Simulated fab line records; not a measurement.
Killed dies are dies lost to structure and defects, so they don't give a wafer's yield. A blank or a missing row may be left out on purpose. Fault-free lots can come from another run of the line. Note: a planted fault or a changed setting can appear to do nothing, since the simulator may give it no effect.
Which tool was responsible? -- flow n5Finfet -- 66 wafers from 22 lots sampled at 3 of the route's 1938 steps

== WHAT EACH GAUGE READ, for each wafer ==
N5_BEOL_M7_OVL_MEAS_12.
lot,measured,on,M7_OVL (nm)
L076,day 8 15:22,overlay-01,-1.1 0.4 -0.4
L074,day 8 15:54,overlay-01,-0.4 0.3 0.4
L077,day 9 04:02,overlay-01,-0.2 -0.6 -0.4
L078,day 9 10:22,overlay-02,1.1 -0.3 -0.1
L079,day 9 13:10,overlay-01,-0.4 -0.3 0.8
L082,day 12 01:43,overlay-02,-0.7 -1.0 -0.2
L080,day 12 05:18,overlay-02,-0.3 1.1 0.1
L085,day 12 10:38,overlay-01,-0.1 -0.9 -0.3
L083,day 12 15:08,overlay-02,1.6 0.8 1.3
L086,day 12 19:01,overlay-02,0.7 0.6 -0.3
L084,day 12 19:04,overlay-02,0.1 0.3 -1.0
L088,day 12 21:20,overlay-02,1.1 0.5 0.1
L090,day 13 02:09,overlay-01,-0.1 0.1 0.4
L089,day 13 02:25,overlay-01,-0.5 0.1 -1.2
L091,day 13 11:56,overlay-01,2.1 1.3 1.5
L092,day 13 12:15,overlay-02,0.2 -0.1 0.0
L093,day 14 00:24,overlay-01,0.3 0.4 0.4
L094,day 14 06:45,overlay-02,-1.0 0.2 0.7
L095,day 14 10:43,overlay-01,1.3 0.5 0.6
L096,day 14 22:07,overlay-02,0.5 0.6 1.1
L081,day 15 02:21,overlay-02,0.1 -0.3 -0.3
L097,day 15 07:25,overlay-02,-1.1 -0.8 -1.5

== EACH LOT AND THE TOOL THAT RAN IT (in order: tool; ch and the chambers of the sampled wafers; start) ==
lot,N5_BEOL_M6_CMP_52,N5_BEOL_M7_ILD_DEP_00
L076,"cmp-02 ch 1,2,3, day 8 13:49","pecvd-02 ch 1,2, day 8 14:16"
L074,"cmp-04 ch 1,2,3, day 8 13:54","pecvd-04 ch 0,1,2, day 8 14:23"
L077,"cmp-01 ch 1,2, day 9 00:55","pecvd-03 ch 0,1, day 9 02:28"
L078,"cmp-04 ch 0,1, day 9 08:46","pecvd-04 ch 0,1,2, day 9 09:17"
L079,"cmp-01 ch 1,2,3, day 9 11:31","pecvd-04 ch 1,2, day 9 11:58"
L082,"cmp-02 ch 0,2,3, day 11 23:56","pecvd-02 ch 0,1, day 12 00:19"
L080,"cmp-01 ch 1,2,3, day 12 01:22","pecvd-02 ch 0,1, day 12 01:49"
L085,"cmp-02 ch 1,2,3, day 12 08:51","pecvd-04 ch 0,1,2, day 12 09:17"
L083,"cmp-02 ch 1,2,3, day 12 11:26","pecvd-04 ch 1,2, day 12 11:58"
L086,"cmp-01 ch 0,2,3, day 12 15:50","pecvd-02 ch 0,1,2, day 12 16:17"
L084,"cmp-04 ch 0,2,3, day 12 16:37","pecvd-02 ch 1,2, day 12 17:05"
L088,"cmp-02 ch 2,3, day 12 19:27","pecvd-04 ch 0,1,2, day 12 19:56"
L090,"cmp-04 ch 0,3, day 12 22:41","pecvd-04 ch 0,2, day 12 23:10"
L089,"cmp-02 ch 0,3, day 12 23:51","pecvd-02 ch 0,2, day 13 00:20"
L091,"cmp-04 ch 1,2, day 13 08:24","pecvd-02 ch 0,1, day 13 08:53"
L092,"cmp-01 ch 1,3, day 13 09:40","pecvd-04 ch 0,1,2, day 13 10:07"
L093,"cmp-01 ch 0,1,2, day 13 22:42","pecvd-04 ch 0,1,2, day 13 23:11"
L094,"cmp-02 ch 0,3, day 14 04:37","pecvd-02 ch 0,2, day 14 05:07"
L095,"cmp-04 ch 1,2,3, day 14 08:09","pecvd-04 ch 1,2, day 14 08:31"
L096,"cmp-04 ch 1,2,3, day 14 17:40","pecvd-02 ch 0,1,2, day 14 18:08"
L081,"cmp-02 ch 0,2,3, day 14 22:59","pecvd-04 ch 0,1,2, day 14 23:26"
L097,"cmp-01 ch 0,1,2, day 15 04:43","pecvd-03 ch 0, day 15 05:08"
- N5_BEOL_M6_CMP_52: polishes, stops on SiCOH lowk, t overpolish 6.9 s, target thk 80 nm.
- N5_BEOL_M7_ILD_DEP_00: deposits SiCOH lowk from DEMS/porogen, target thk 179.75 nm, time 33.4 s.

== WHAT THE TOOLS THEMSELVES READ (means of the sampled wafers that have a number; where no wafer has one, the mark that the record gives instead) ==
N5_BEOL_M6_CMP_52.
lot,tool,barrierFieldEndpointS (s),clearingPlatenRpm (rpm),motorCurrentA (A),overpolishRunS (s),timeToEndpointS (s)
L076,cmp-02,29.4,49.978,6.3,6.899,62
L074,cmp-04,28.9,50.024,5.6,6.894,67
L077,cmp-01,28.9,49.981,5.6,6.903,61
L078,cmp-04,29.5,50.024,5.3,6.904,65
L079,cmp-01,28.3,49.981,6.0,6.900,60
L082,cmp-02,29.4,50.019,6.2,6.896,62
L080,cmp-01,28.5,50.009,5.9,6.912,63
L085,cmp-02,28.7,49.975,6.4,6.900,61
L083,cmp-02,28.5,49.991,6.4,6.896,60
L086,cmp-01,29.1,50.009,6.1,6.899,64
L084,cmp-04,29.0,49.997,5.8,6.908,66
L088,cmp-02,29.5,49.984,6.4,6.902,63
L090,cmp-04,30.0,49.990,5.7,6.912,68
L089,cmp-02,28.8,49.988,6.8,6.907,61
L091,cmp-04,28.6,49.968,5.3,6.906,60
L092,cmp-01,29.1,49.977,6.0,6.903,61
L093,cmp-01,29.1,49.990,5.9,6.898,62
L094,cmp-02,29.2,50.016,6.7,6.894,61
L095,cmp-04,30.2,49.994,5.7,6.896,63
L096,cmp-04,28.4,49.994,5.6,6.895,62
L081,cmp-02,28.8,49.987,6.2,6.908,61
L097,cmp-01,28.0,50.001,5.7,6.892,62

N5_BEOL_M7_ILD_DEP_00.
lot,tool,heaterPowerOuterW (W),heaterPowerW (W),showerheadPlenumPTorr (Torr),showerheadVppV (V),susceptorTempC (C),throttleValvePct (%)
L076,pecvd-02,196,364,5.747,1357,299.96,13.3
L074,pecvd-04,123,279,5.754,1412,300.18,13.9
L077,pecvd-03,161,318,5.711,1410,299.87,13.9
L078,pecvd-04,132,292,5.744,1410,299.98,13.8
L079,pecvd-04,119,280,5.747,1408,300.00,14.1
L082,pecvd-02,187,354,5.736,1295,300.16,13.9
L080,pecvd-02,177,342,5.741,1291,300.10,14.0
L085,pecvd-04,122,278,5.753,1405,300.07,13.9
L083,pecvd-04,141,307,5.758,1407,300.08,14.3
L086,pecvd-02,171,339,5.734,1341,299.91,13.6
L084,pecvd-02,205,377,5.762,1363,300.22,13.2
L088,pecvd-04,127,288,5.745,1419,299.94,13.9
L090,pecvd-04,115,266,5.748,1351,300.19,13.3
L089,pecvd-02,200,383,5.737,1367,299.89,13.3
L091,pecvd-02,175,356,5.751,1308,300.11,13.9
L092,pecvd-04,137,299,5.746,1412,300.10,13.8
L093,pecvd-04,115,269,5.747,1403,300.09,14.1
L094,pecvd-02,201,386,5.737,1377,299.87,13.2
L095,pecvd-04,126,290,5.752,1467,299.77,14.9
L096,pecvd-02,172,344,5.734,1339,299.95,13.7
L081,pecvd-04,140,301,5.737,1415,299.96,14.1
L097,pecvd-03,145,303,5.709,1443,300.10,13.9

== THE ANSWER, worked out from the rows above alone ==
Rule: the usual values come from the lots themselves. The widest of any qualifying gaps counts: lots, ordered by their means at a reading, are off when they make up no more than a third of the lots, leave a main group of 4 or more, and stand apart from it by 3 or more times the standard deviation of that group's means. The tables above print the reading to a certain number of digits; a main group whose means all agree to those digits is not used. Also off: a lot with no number at a reading for which 4 or more lots have one. The other lots that the step has rows for count as sound. First the gauges in route order, then the tools' own readings, where a lot's mean is used as printed above. At the first step where some lot is off, the reading lying furthest off is the one used; lots without a number count as furthest.
No lot is off on any of the readings shown, so nothing can be concluded from this.

== WHAT THE SIMULATOR PUT IN ==
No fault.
